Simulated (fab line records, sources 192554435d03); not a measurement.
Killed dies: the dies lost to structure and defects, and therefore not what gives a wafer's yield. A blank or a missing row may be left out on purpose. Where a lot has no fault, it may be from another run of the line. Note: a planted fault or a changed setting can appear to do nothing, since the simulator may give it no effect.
Matching of chambers    flow n5Finfet    N5_BEOL_M14_ETCH_67 on rieDiel-01 has 4 sister chambers
The step etches SiARC in CF4, target depth 143 nm, time 238.3 s. 4 wafers are shown with their chamber, then 9 later ones without.

== WAFERS WITH THEIR CHAMBER ==
wafer   chamber  drypumpMotorCurrentA (A)
L086.4  2        5.3
L089.3  1        5.1
L089.4  3        6.3
L089.6  0        5.8

== WAFERS WITHOUT THEIR CHAMBER ==
wafer   drypumpMotorCurrentA (A)
L087.4  6.3
L087.5  5.1
L087.6  5.4
L092.2  6.3
L092.4  5.7
L092.5  5.7
L096.2  5.7
L096.4  5.1
L096.6  6.3

== EACH ONE'S CHAMBER ==
wafer   from the rows above  in truth
L087.4  3                    3
L087.5  1                    1
L087.6  2                    2
L092.2  3                    3
L092.4  0                    0
L092.5  0                    0
L096.2  0                    0
L096.4  1                    1
L096.6  3                    3
Correctly placed: 9 of 9. Left unplaced by these rows: 0. 0 placed wrongly.
How it was worked out, from the rows above alone: a wafer's distance from a chamber is the root of the sum, over the readings, of the square of ((its reading less the chamber's mean) divided by the reading's scatter). If the next closest chamber is less than 2 further off than the closest, the wafer can't be placed; otherwise it belongs to the closest. The mean given for a chamber averages the wafers shown for that chamber. The scatter: root of mean squared gap, hidden wafer to nearest shown wafer, with one shown wafer a chamber.
